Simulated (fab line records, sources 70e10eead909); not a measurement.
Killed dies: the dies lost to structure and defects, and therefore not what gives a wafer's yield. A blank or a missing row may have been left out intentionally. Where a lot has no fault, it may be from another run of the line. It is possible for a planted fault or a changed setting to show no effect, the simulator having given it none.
Struck lot and sound lot, side by side -- flow nandHarc -- 27 out of 1159 route steps
Sound: wafers L643.2, L643.3, L643.5. Wafers L649.1, L649.4, L649.5 were the ones struck. The cause is named last.
At each step with rows: each side's tool, then ch and its chambers, then its first start. Under that, the readings that differ: sound wafers -- struck wafers -- difference of the means -- sigmas: that difference in standard deviations of wafers without a fault.
alike: readings with means less than 2 such deviations apart, plus words and numbers identical on both sides. not compared: withheld readings, readings lacking a value on some wafer, bounds such as >300 that could conceal the same value, and numbers that have no deviation in the record and whose values overlap.
Wherever a step has rows on one side only, a row that says differs or no value, or a row with sigmas, the two part there. Numbers that have no deviation but don't overlap get no sigmas and don't part them. A reading that every wafer of one side lacks parts them only if that side has two wafers or more.

NHARC_P_ZERO_WELL_INSPECT_43:
  sound: defectInspect-01 at day 3 01:36; struck: defectInspect-02 at day 4 13:55
  alike: rawDefectCount
then, 11 steps without rows for these wafers: NHARC_P_STI_ETCH_26 (etches SiO2 in dHF, target depth 11 nm); NHARC_P_STI_PRECLEAN_27 (cleans in SC1); NHARC_P_STI_SRD_28; NHARC_P_STI_OXIDE_29 (material SiO2, target thk 10 nm, ox time 1362 s); NHARC_P_STI_HM_DEP_30 (deposits Si3N4, target thk 80 nm, time 873 s); NHARC_P_STI_DEHYDRATE_01 (time 120 s); NHARC_P_STI_HMDS_02 (time 30 s); NHARC_P_STI_COAT_41 (time 65 s); NHARC_P_STI_COAT_03 (resist thk 600 nm); NHARC_P_STI_SOFTBAKE_04 (time 70 s); NHARC_P_STI_EBR_05.
NHARC_P_STI_EXPOSE_06: exposes mask P STI, target cd 200 nm.
  sound on krfScanner-03 ch 0, day 3 13:43; struck on krfScanner-01 ch 0, day 5 05:07
reading,sound,struck,difference,sigmas
exposureDoseMJCm2,37.65 37.57 37.61,32.78 32.77 32.83,-4.82,-99 or more
  alike: mask
then, 2 steps without rows for these wafers: NHARC_P_STI_PEB_07 (peb time 80 s); NHARC_P_STI_DEVELOP_08 (time 50 s).
NHARC_P_STI_CD_MEAS_09: the cd target is 200 nm.
  sound on cdSem-03 ch 0, day 3 13:52; struck on cdSem-02 ch 0, day 5 05:16
reading,sound,struck,difference,sigmas
cdNm (nm),198.4 197.0 200.2,174.8 170.7 169.8,-26.8,-13
NHARC_P_STI_OVL_MEAS_10:
  sound: overlay-02 at day 3 13:58; struck: overlay-02 at day 5 05:22
reading,sound,struck,difference,sigmas
overlayXNm (nm),10 10 10,-3 -3 -3,-13,-2
overlayYNm (nm),12 12 12,-7 -7 -7,-19,-3
NHARC_P_STI_INSPECT_11:
  sound: defectInspect-01 at day 3 14:00; struck: defectInspect-01 at day 5 05:23
  alike: rawDefectCount
then, 1 step without rows for these wafers: NHARC_P_STI_HARDBAKE_13 (time 65 s).
NHARC_P_STI_DESCUM_14: chemistry O2, time 3 s.
  sound on rieDiel-03 ch 0,2, day 3 14:08; struck on rieDiel-10 ch 2,3, day 5 05:32
reading,sound,struck,difference,sigmas
model.P_STI.cdNm (nm),197.7 196.9 199.7,174.6 170.5 169.4,-26.6,
  alike: drypumpMotorCurrentA, oesProductAu, rfVppV, showerheadPlenumPTorr, throttleValvePct
  not compared: rfHoursCounterH
NHARC_P_STI_ETCH_42: etches the open film in N2/H2, target depth 80 nm, overetch 24 nm, time 61 s.
  sound on rieDiel-03 ch 0,1, day 3 14:13; struck on rieDiel-10 ch 1,2, day 5 05:38
  alike: drypumpMotorCurrentA, oesProductAu, rfVppV, showerheadPlenumPTorr, throttleValvePct
  not compared: rfHoursCounterH
NHARC_P_STI_ETCH_31: etches the open film in CF4/CHF3, target depth 108.9 nm, time 54.5 s.
  sound on rieDiel-03 ch 1,2,3; struck on rieDiel-10 ch 2,3
  alike: drypumpMotorCurrentA, oesProductAu, rfVppV, showerheadPlenumPTorr, throttleValvePct
  not compared: rfHoursCounterH
NHARC_P_STI_ETCH_15: etches the open film in HBr/Cl2, target depth 300 nm, time 100.1 s.
  sound on rieSi-03 ch 0,1,3, day 3 14:26; struck on rieSi-01 ch 0,2,3, day 5 05:50
reading,sound,struck,difference,sigmas
model.P_STI.cdNm (nm),197.8 197 199.6,174.2 170.5 168.3,-27.1,
  alike: drypumpMotorCurrentA, hbrFlowSccm, oesProductAu, throttleValvePct
  not compared: rfHoursCounterH
NHARC_P_STI_CD_MEAS_16:
  sound: cdSem-01 at day 3 14:35; struck: cdSem-02 at day 5 06:01
reading,sound,struck,difference,sigmas
cdNm (nm),197.7 197.1 199.7,174.1 170.2 168.2,-27.3,-13
NHARC_P_STI_OCD_MEAS_17:
  sound: ocd-02 at day 3 14:40; struck: ocd-02 at day 5 06:07
reading,sound,struck,difference,sigmas
trenchFootCdNm (nm),156.6 154.6 157.9,132.8 128.7 127.6,-26.7,-13
then, 1 step without rows for these wafers: NHARC_P_STI_STRIP_19 (strips in SPM, time 900 s).
-- break in the record here, with 17 days between the starts of the struck wafers on either side (left off in module P_STI, picked up again in module END, where the first step shown is number 1159 on the route) --
NHARC_END_SORT_01:
  only the struck wafers appear in the record here, on prober-01 ch 0 at day 22 04:35; the sound ones have no rows

WHERE THEY PART
Last at NHARC_END_SORT_01 as far as this record goes, first at NHARC_P_STI_EXPOSE_06.

WHY: the cause the simulator had injected
Process parameters drifting: krfScanner-01 at NHARC_P_STI_EXPOSE_06, beginning at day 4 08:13. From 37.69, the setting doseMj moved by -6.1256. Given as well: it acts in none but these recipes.
